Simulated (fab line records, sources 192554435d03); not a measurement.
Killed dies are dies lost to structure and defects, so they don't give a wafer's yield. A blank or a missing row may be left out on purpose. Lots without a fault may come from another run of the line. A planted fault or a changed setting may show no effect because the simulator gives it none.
fab line records | flow n5_finfet | part 1 of 2: steps 1 to 3 of 6
record lots=21 wafers=63 last_day=17
route steps=1938 shown BEOL_M2@883 BEOL_M3@931
lots that met no fault: from a run of the same line without faults
start_h: hours from the record's first day to the start of the lot's first wafer shown | wait_h: hours since the lot's step before | " the same as in the row above | L1.1+2: a row that stands for several wafers | - no value, or no start given | * or withheld: withheld | < > ~ a bound
route shown NAME@n: a module of which the file shows steps, and the number in the route of the first | usual: mean/standard deviation of fault-free wafers | same: alike in all rows | chamber/n: place in a boat | sites: the reading at each site | _std_site: their standard deviation | _edge_site: outer sites' mean less inner sites' | radius_mm: how far each site lies from the wafer's centre | mask NAME#n: copy n | behind: the tool/chamber that last shaped the wafer | hold: why the lot was held/for how many hours/how that ended | device: the transistor (n, p or np) that didn't switch | end of line: the same wafers' tests at the end of the route | a step without rows: its recipe alone | killed: dies lost to structure and defects at the first sort, not the wafer's yield | map: a wafer's dies, x killed, . not, _ none there
set.NAME: the setting as run; set.NAME@STEP: as run at that earlier step | model.NAME: the simulator's own value behind a step, which no gauge read
steps of the route over a sample of lots; a table a step, a row a wafer
services: from which hour (start_h, from the record's first day; less than 0 if before it) a tool's chamber was out of use, for how many hours, and why
## steps
# step N5_BEOL_M2_ETCHBACK_99
# recipe chemistry=CHF3 target=SiO2 target_depth_a=50 time_s=10.4 source_w=215 bias_w=47 Ar_flow_sccm=200 CHF3_flow_sccm=12 ion_energy_ev=100 pressure_mtorr=30
# usual bias_w=47.02/0.13 drypump_motor_current_A=5.8/0.4 oes_ar_750_au=0.81/0.083 oes_product_au=0.81/0.088 rf_fwd_power_W=212.4/0.99 rf_vpp_V=242/5.5 showerhead_plenum_p_Torr=2.15/0.067 throttle_valve_pct=17.00/0.22
# columns lot.wafer tool chamber start_h wait_h bias_w drypump_motor_current_A oes_ar_750_au oes_product_au rf_fwd_power_W rf_hours_counter_h rf_vpp_V showerhead_plenum_p_Torr throttle_valve_pct
L075.2 rie_diel-05 1 134.89 0.1 46.90 5.8 0.96 0.95 212.5 4 235 2.12 16.97
L075.4 " 2 " " 46.94 5.2 0.80 0.80 213.9 95 240 2.09 16.69
L075.5 " 2 " " 47.19 5.2 0.81 0.80 212.7 - 239 2.09 16.70
L074.1 rie_diel-04 2 138.08 1.8 47.39 5.9 0.68 0.67 211.8 232 240 2.05 17.08
L074.3 " 0 " " 47.09 5.7 0.98 1.00 213.1 1 245 2.12 17.07
L074.5 " 0 " " 47.13 5.7 0.99 1.00 212.9 - 244 2.12 17.08
L076.1 rie_diel-04 0 145.86 0.7 47.03 5.6 0.97 0.99 214.3 4 244 2.12 17.08
L076.2 " 2 " " 46.96 5.9 0.67 0.67 212.1 236 239 2.05 17.09
L076.3 " 1 " " 47.04 6.4 0.91 0.91 211.2 23 246 2.28 17.08
L078.1 rie_diel-03 0 168.44 6.6 47.08 5.8 0.87 0.88 210.8 36 239 2.12 17.06
L078.5 " 0 " " 47.07 5.8 0.86 0.88 210.5 - 241 2.12 17.07
L078.6 " 3 " " 47.18 6.3 0.72 0.71 211.9 - 228 2.12 17.19
L079.2 rie_diel-03 0 177.09 5.2 47.05 5.8 0.87 0.88 211.5 39 241 2.11 17.06
L079.3 " 2 " " 46.91 6.6 0.82 0.85 213.4 50 245 2.11 16.86
L079.5 " 3 " " 46.82 6.3 0.71 0.70 212.5 - 228 2.12 17.20
L080.2 rie_diel-04 1 180.33 1.2 47.02 6.4 0.90 0.90 212.2 31 246 2.27 17.10
L080.3 " 3 " " 46.92 6.0 0.69 0.69 212.8 223 238 2.22 17.45
L080.6 " 3 " " 46.88 6.0 0.69 0.70 214.5 - 239 2.22 17.45
L082.1 rie_diel-05 2 183.37 3.8 46.76 5.2 0.79 0.77 212.6 112 239 2.08 16.73
L082.3 " 3 " " 47.03 5.6 0.72 0.72 213.2 199 250 2.20 17.15
L082.6 " 3 " " 47.21 5.7 0.73 0.73 212.9 - 248 2.20 17.14
L081.1 rie_diel-05 0 184.14 3.1 46.92 5.5 0.87 0.85 211.3 54 246 2.21 16.69
L081.3 " 3 " " 46.97 5.6 0.73 0.71 211.9 200 250 2.20 17.14
L081.6 " 2 " " 46.93 5.2 0.78 0.75 213.2 - 238 2.08 16.72
L083.3 rie_diel-05 3 188.51 2.7 47.19 5.7 0.72 0.72 212.6 202 249 2.20 17.14
L083.4 " 1 " " 47.15 5.8 0.89 0.89 213.0 23 237 2.11 17.01
L083.6 " 0 " " 46.83 5.5 0.85 0.85 212.0 - 247 2.21 16.69
L084.1 rie_diel-04 1 189.64 0.1 47.13 6.4 0.88 0.89 211.9 35 246 2.27 17.11
L084.5 " 3 " " 46.99 6.0 0.69 0.69 212.0 - 239 2.22 17.47
L084.6 " 0 " " 47.22 5.6 0.92 0.94 213.6 - 245 2.11 17.11
L085.1 rie_diel-05 3 206.32 7.2 47.10 5.6 0.72 0.72 214.0 208 250 2.20 17.16
L085.4 " 0 " " 46.99 5.4 0.85 0.85 211.8 62 247 2.21 16.70
L085.6 " 3 " " 47.03 5.6 0.72 0.71 213.3 - 249 2.20 17.17
L087.1 rie_diel-05 2 211.92 2.4 47.11 5.2 0.77 0.77 213.2 124 240 2.08 16.75
L087.3 " 3 " " 46.96 5.6 0.72 0.71 212.8 210 249 2.20 17.15
L087.5 " 0 " " 46.95 5.4 0.84 0.85 212.0 - 246 2.21 16.70
L088.1 rie_diel-05 3 215.78 4.0 47.01 5.6 0.72 0.71 212.4 211 249 2.20 17.16
L088.2 " 0 " " 46.93 5.5 0.85 0.85 212.5 65 245 2.21 16.69
L088.4 " 1 " " 46.97 5.8 0.87 0.87 210.9 33 236 2.11 17.03
L089.1 rie_diel-05 2 231.60 2.6 46.86 5.2 0.78 0.75 212.8 131 238 2.07 16.77
L089.3 " 0 " " 47.07 5.5 0.84 0.83 211.7 70 247 2.20 16.71
L089.6 " 3 " " 47.13 5.6 0.71 0.70 211.9 - 248 2.19 17.16
L090.1 rie_diel-04 0 233.16 4.0 47.27 5.7 0.90 0.92 212.2 26 244 2.11 17.11
L090.4 " 2 " " 47.04 5.9 0.95 0.97 211.6 10 244 2.31 16.63
L090.6 " 0 " " 47.21 5.7 0.91 0.92 212.6 - 246 2.11 17.13
L091.4 rie_diel-05 3 240.93 0.9 47.24 5.6 0.71 0.70 212.1 219 248 2.19 17.17
L091.5 " 0 " " 46.97 5.5 0.83 0.84 211.7 - 245 2.20 16.71
L091.6 " 1 " " 47.29 5.8 0.87 0.86 212.1 - 237 2.10 17.04
L092.1 rie_diel-04 0 258.95 13.0 47.03 5.7 0.89 0.90 212.4 36 246 2.10 17.16
L092.2 " 2 " " 47.12 5.9 0.93 0.95 213.3 19 243 2.30 16.66
L092.4 " 2 " " 47.21 5.9 0.93 0.95 213.1 - 243 2.30 16.65
L093.1 rie_diel-05 3 259.21 10.8 47.14 5.6 0.70 0.70 211.6 226 250 2.19 17.19
L093.4 " 2 " " 47.18 5.2 0.76 0.75 212.7 141 239 2.07 16.78
L093.5 " 3 " " 47.16 5.6 0.70 0.70 210.9 - 249 2.19 17.19
L095.1 rie_diel-03 3 262.70 0.5 46.88 6.3 0.69 0.69 211.3 253 227 2.11 17.24
L095.3 " 0 " " 46.82 5.8 0.83 0.84 210.6 63 240 2.11 17.13
L095.6 " 2 " " 47.42 6.6 0.79 0.81 213.8 - 246 2.10 16.93
L096.1 rie_diel-03 2 267.40 4.7 47.00 6.6 0.78 0.81 213.3 85 247 2.10 16.93
L096.5 " 0 " " 47.02 5.8 0.83 0.84 210.6 - 240 2.11 17.14
L096.6 " 2 " " 47.06 6.6 0.78 0.80 213.5 - 248 2.10 16.94
L097.1 rie_diel-05 0 270.28 0.1 46.93 5.5 0.83 0.82 211.5 79 248 2.20 16.73
L097.2 " 3 " " 47.24 5.7 0.70 0.69 212.9 231 249 2.19 17.19
L097.6 " 3 " " 47.28 5.6 0.70 0.69 212.7 - 250 2.19 17.19
# step N5_BEOL_M2_VIA_ETCH_34
# recipe chemistry=C4F6/O2 target_depth_a=694 mask_material=SOC pressure_mtorr=15 ion_energy_ev=250 taper_deg=4 time_s=65.9 source_w=350 bias_w=170 Ar_flow_sccm=300 C4F6_flow_sccm=10 O2_flow_sccm=10
# usual bias_w=170.0/0.52 drypump_motor_current_A=5.8/0.4 oes_ar_750_au=0.80/0.084 oes_product_au=0.81/0.088 rf_fwd_power_W=347.1/1.3 rf_vpp_V=669/15 showerhead_plenum_p_Torr=2.84/0.086 throttle_valve_pct=30.68/0.24
# columns lot.wafer tool chamber start_h wait_h bias_w drypump_motor_current_A oes_ar_750_au oes_product_au rf_fwd_power_W rf_hours_counter_h rf_vpp_V showerhead_plenum_p_Torr throttle_valve_pct
L075.2 rie_diel-05 1 135.04 0.0 169.9 5.8 0.95 0.95 347.4 4 655 2.80 30.55
L075.4 " 2 " " 170.6 5.2 0.80 0.80 348.8 95 660 2.76 30.38
L075.5 " 2 " " 170.3 5.2 0.80 0.79 349.7 - 660 2.76 30.37
L074.1 rie_diel-04 2 138.22 0.0 170.3 5.9 0.67 0.68 345.0 232 662 2.71 30.66
L074.3 " 0 " " 169.5 5.7 0.98 1.00 347.0 1 677 2.80 31.02
L074.5 " 0 " " 170.1 5.7 0.99 1.01 347.5 - 677 2.80 30.99
L076.1 rie_diel-04 0 146.00 0.0 170.1 5.7 0.97 0.98 347.7 4 678 2.79 31.01
L076.2 " 2 " " 169.3 5.9 0.68 0.68 348.3 236 661 2.71 30.66
L076.3 " 1 " " 169.2 6.4 0.91 0.91 346.0 23 679 3.00 30.81
L078.1 rie_diel-03 0 168.58 0.0 169.9 5.8 0.86 0.89 344.5 36 665 2.79 30.88
L078.5 " 0 " " 170.2 5.8 0.87 0.88 343.9 - 666 2.79 30.88
L078.6 " 3 " " 170.8 6.3 0.71 0.71 349.8 - 633 2.81 30.85
L079.2 rie_diel-03 0 177.24 0.0 169.5 5.8 0.86 0.88 347.8 39 666 2.79 30.89
L079.3 " 2 " " 170.2 6.6 0.82 0.85 348.1 51 680 2.79 30.74
L079.5 " 3 " " 170.0 6.3 0.71 0.70 347.6 - 632 2.80 30.84
L080.2 rie_diel-04 1 180.47 0.0 170.7 6.4 0.89 0.90 345.9 31 679 3.00 30.83
L080.3 " 3 " " 169.6 6.0 0.69 0.69 348.0 223 660 2.93 31.23
L080.6 " 3 " " 169.4 6.0 0.69 0.69 346.8 - 660 2.93 31.24
L082.1 rie_diel-05 2 183.51 0.0 170.0 5.2 0.79 0.78 348.2 112 659 2.75 30.38
L082.3 " 3 " " 170.6 5.6 0.72 0.72 346.3 200 690 2.91 30.51
L082.6 " 3 " " 170.3 5.6 0.72 0.71 346.0 - 689 2.91 30.51
L081.1 rie_diel-05 0 184.28 0.0 169.8 5.4 0.86 0.85 345.5 55 682 2.91 30.50
L081.3 " 3 " " 169.3 5.6 0.72 0.71 347.8 200 687 2.90 30.50
L081.6 " 2 " " 169.9 5.2 0.78 0.77 348.5 - 661 2.75 30.40
L083.3 rie_diel-05 3 188.65 0.0 170.1 5.7 0.72 0.71 349.2 202 688 2.90 30.51
L083.4 " 1 " " 170.1 5.8 0.90 0.89 346.0 23 653 2.79 30.57
L083.6 " 0 " " 169.7 5.5 0.86 0.85 346.3 - 681 2.91 30.50
L084.1 rie_diel-04 1 189.78 0.0 170.5 6.4 0.88 0.89 347.3 35 679 2.99 30.82
L084.5 " 3 " " 169.8 6.0 0.69 0.69 349.8 - 661 2.92 31.22
L084.6 " 0 " " 170.2 5.7 0.92 0.93 348.4 - 677 2.79 31.03
L085.1 rie_diel-05 3 206.47 0.0 170.2 5.7 0.73 0.71 346.1 208 688 2.90 30.52
L085.4 " 0 " " 170.2 5.5 0.85 0.85 345.7 62 683 2.91 30.50
L085.6 " 3 " " 169.8 5.6 0.72 0.71 346.4 - 688 2.90 30.51
L087.1 rie_diel-05 2 212.06 0.0 169.8 5.2 0.78 0.77 347.3 124 661 2.75 30.42
L087.3 " 3 " " 169.6 5.6 0.72 0.71 348.8 210 689 2.90 30.52
L087.5 " 0 " " 169.6 5.5 0.85 0.85 346.5 - 682 2.91 30.51
L088.1 rie_diel-05 3 215.93 0.0 170.1 5.6 0.72 0.71 346.9 211 689 2.90 30.52
L088.2 " 0 " " 169.3 5.5 0.85 0.84 346.4 65 682 2.91 30.52
L088.4 " 1 " " 169.4 5.8 0.88 0.87 346.7 34 653 2.78 30.59
L089.1 rie_diel-05 2 231.74 0.0 169.7 5.2 0.77 0.76 348.6 131 660 2.74 30.40
L089.3 " 0 " " 169.5 5.5 0.84 0.84 347.9 70 682 2.91 30.51
L089.6 " 3 " " 169.6 5.7 0.71 0.70 347.1 - 687 2.90 30.52
L090.1 rie_diel-04 0 233.30 0.0 170.5 5.7 0.91 0.91 348.1 26 677 2.78 31.02
L090.4 " 2 " " 170.1 5.9 0.96 0.96 348.3 10 674 3.04 30.28
L090.6 " 0 " " 170.2 5.7 0.90 0.92 348.3 - 677 2.78 31.04
L091.4 rie_diel-05 3 241.08 0.0 170.7 5.6 0.71 0.71 347.9 219 689 2.90 30.52
L091.5 " 0 " " 169.9 5.5 0.83 0.84 345.7 - 681 2.91 30.53
L091.6 " 1 " " 169.8 5.8 0.86 0.86 346.5 - 653 2.78 30.58
L092.1 rie_diel-04 0 259.10 0.0 169.8 5.7 0.89 0.90 348.6 36 676 2.78 31.03
L092.2 " 2 " " 169.9 5.9 0.93 0.95 347.0 19 672 3.04 30.28
L092.4 " 2 " " 169.9 5.9 0.92 0.96 346.5 - 674 3.04 30.29
L093.1 rie_diel-05 3 259.36 0.0 169.9 5.7 0.70 0.69 347.2 226 688 2.89 30.51
L093.4 " 3 " " 169.8 5.6 0.70 0.69 346.4 - 689 2.89 30.52
L093.5 " 1 " " 170.9 5.8 0.85 0.85 345.4 - 652 2.78 30.60
L095.1 rie_diel-03 3 262.84 0.0 169.6 6.3 0.69 0.68 345.3 253 632 2.79 30.88
L095.3 " 0 " " 169.8 5.8 0.83 0.84 345.8 63 666 2.78 30.92
L095.6 " 2 " " 169.9 6.6 0.79 0.82 348.0 - 679 2.77 30.77
L096.1 rie_diel-03 2 267.54 0.0 170.5 6.6 0.78 0.81 348.9 85 680 2.77 30.78
L096.5 " 0 " " 170.7 5.8 0.82 0.84 345.4 - 666 2.78 30.92
L096.6 " 2 " " 170.1 6.6 0.78 0.81 349.5 - 681 2.77 30.78
L097.1 rie_diel-05 0 270.42 0.0 170.0 5.5 0.83 0.82 347.2 79 682 2.90 30.51
L097.2 " 3 " " 170.3 5.6 0.70 0.69 345.2 231 689 2.89 30.53
L097.6 " 3 " " 171.6 5.7 0.70 0.69 345.6 - 688 2.89 30.53
# step N5_BEOL_M2_SPUTTER_88
# recipe material=Cu target_thk_a=45 temp_c=-20 chamber_pressure_pa=0.07 power_w=withheld time_s=8.29
# usual chamber_pressure_pa=0.06999/0.00014 substrate_temp_c=-20.00/0.1 susceptor_temp_C=-20.01/0.11 throttle_valve_pct=30.0/1.2
# columns lot.wafer tool chamber start_h wait_h chamber_pressure_pa substrate_temp_c susceptor_temp_C throttle_valve_pct
L075.2 pvd_sputter-01 - 137.43 0.1 0.06997 -19.94 -20.06 29.9
L075.4 " - " " 0.07021 -19.93 -19.96 27.8
L075.5 " - " " 0.06986 -19.99 -19.99 27.8
L074.1 pvd_sputter-03 - 140.62 0.1 0.07001 -20.18 -20.03 29.8
L074.3 " - " " 0.06977 -20.01 -19.87 31.8
L074.5 " - " " 0.07006 -20.06 -19.98 30.1
L076.1 pvd_sputter-02 - 149.64 0.1 0.07006 -19.93 -19.93 28.9
L076.2 " - " " 0.06998 -19.99 -20.04 28.9
L076.3 " - " " 0.06984 -20.10 -20.02 30.7
L078.1 pvd_sputter-03 - 170.89 0.1 0.07002 -20.04 -20.11 29.8
L078.5 " - " " 0.0701 -19.88 -20.01 29.8
L078.6 " - " " 0.06988 -20.14 -19.94 31.6
L079.2 pvd_sputter-03 - 179.38 0.1 0.06993 -20.03 -20.08 31.7
L079.3 " - " " 0.07003 -20.23 -19.85 29.4
L079.5 " - " " 0.07015 -20.01 -20.15 29.8
L080.2 pvd_sputter-02 - 182.80 0.1 0.06982 -19.98 -20.18 29.1
L080.3 " - " " 0.06998 -19.90 -19.87 28.6
L080.6 " - " " 0.07008 -20.04 -19.98 30.6
L082.1 pvd_sputter-01 - 185.77 0.1 0.06975 -19.86 -20.04 28.0
L082.3 " - " " 0.06995 -19.99 -19.98 31.8
L082.6 " - " " 0.07005 -20.17 -20.03 30.2
L081.1 pvd_sputter-02 - 188.26 0.1 0.07001 -19.89 -20.03 28.7
L081.3 " - " " 0.06974 -20.07 -19.95 28.7
L081.6 " - " " 0.07024 -19.92 -19.96 28.8
L083.3 pvd_sputter-02 - 191.06 0.1 0.07013 -19.99 -20.07 29.0
L083.4 " - " " 0.07024 -20.02 -19.93 30.6
L083.6 " - " " 0.06981 -20.16 -19.89 28.7
L084.1 pvd_sputter-03 - 192.24 0.1 0.0699 -20.04 -19.93 29.6
L084.5 " - " " 0.06987 -19.78 -20.08 31.9
L084.6 " - " " 0.07004 -20.04 -19.92 29.6
L085.1 pvd_sputter-03 - 208.67 0.1 0.07013 -20.00 -20.07 29.7
L085.4 " - " " 0.07011 -20.07 -20.07 31.8
L085.6 " - " " 0.06999 -20.10 -19.85 29.7
L087.1 pvd_sputter-01 - 214.61 0.1 0.06999 -19.99 -20.15 27.8
L087.3 " - " " 0.06986 -20.06 -20.03 30.5
L087.5 " - " " 0.07007 -20.02 -20.06 30.3
L088.1 pvd_sputter-01 - 221.18 0.1 0.07026 -20.25 -20.09 30.3
L088.2 " - " " 0.07017 -20.06 -20.06 27.9
L088.4 " - " " 0.07003 -19.79 -19.85 31.8
L090.1 pvd_sputter-02 - 235.56 0.1 0.06991 -20.04 -19.93 28.5
L090.4 " - " " 0.06966 -19.83 -19.95 28.6
L090.6 " - " " 0.07005 -20.05 -19.94 28.5
L089.1 pvd_sputter-01 - 238.34 3.9 0.06996 -20.07 -19.91 30.1
L089.3 " - " " 0.06995 -20.03 -20.01 28.0
L089.6 " - " " 0.06995 -20.13 -19.94 30.1
L091.4 pvd_sputter-01 - 243.16 0.1 0.07021 -19.98 -19.93 30.3
L091.5 " - " " 0.06999 -20.03 -20.02 30.5
L091.6 " - " " 0.06988 -19.76 -20.01 31.8
L092.1 pvd_sputter-02 - 261.31 0.1 0.07037 -19.92 -20.00 28.5
L092.2 " - " " 0.06986 -20.03 -19.98 30.9
L092.4 " - " " 0.06974 -19.95 -20.14 29.1
L093.1 pvd_sputter-01 - 261.69 0.1 0.06979 -19.95 -19.89 30.0
L093.4 " - " " 0.06979 -19.89 -20.08 31.7
L093.5 " - " " 0.06986 -20.01 -20.12 31.7
L095.1 pvd_sputter-01 - 266.31 0.1 0.06995 -19.97 -20.05 28.0
L095.3 " - " " 0.07016 -19.86 -19.91 32.4
L095.6 " - " " 0.06997 -20.04 -20.09 29.8
L096.1 pvd_sputter-01 - 270.09 0.1 0.07005 -20.15 -20.15 30.1
L096.5 " - " " 0.06974 -20.00 -20.26 31.8
L096.6 " - " " 0.06988 -19.99 -19.94 27.9
L097.1 pvd_sputter-01 - 272.35 0.1 0.06985 -19.81 -19.81 27.9
L097.2 " - " " 0.0698 -20.08 -20.01 32.0
L097.6 " - " " 0.07012 -19.98 -20.15 31.6
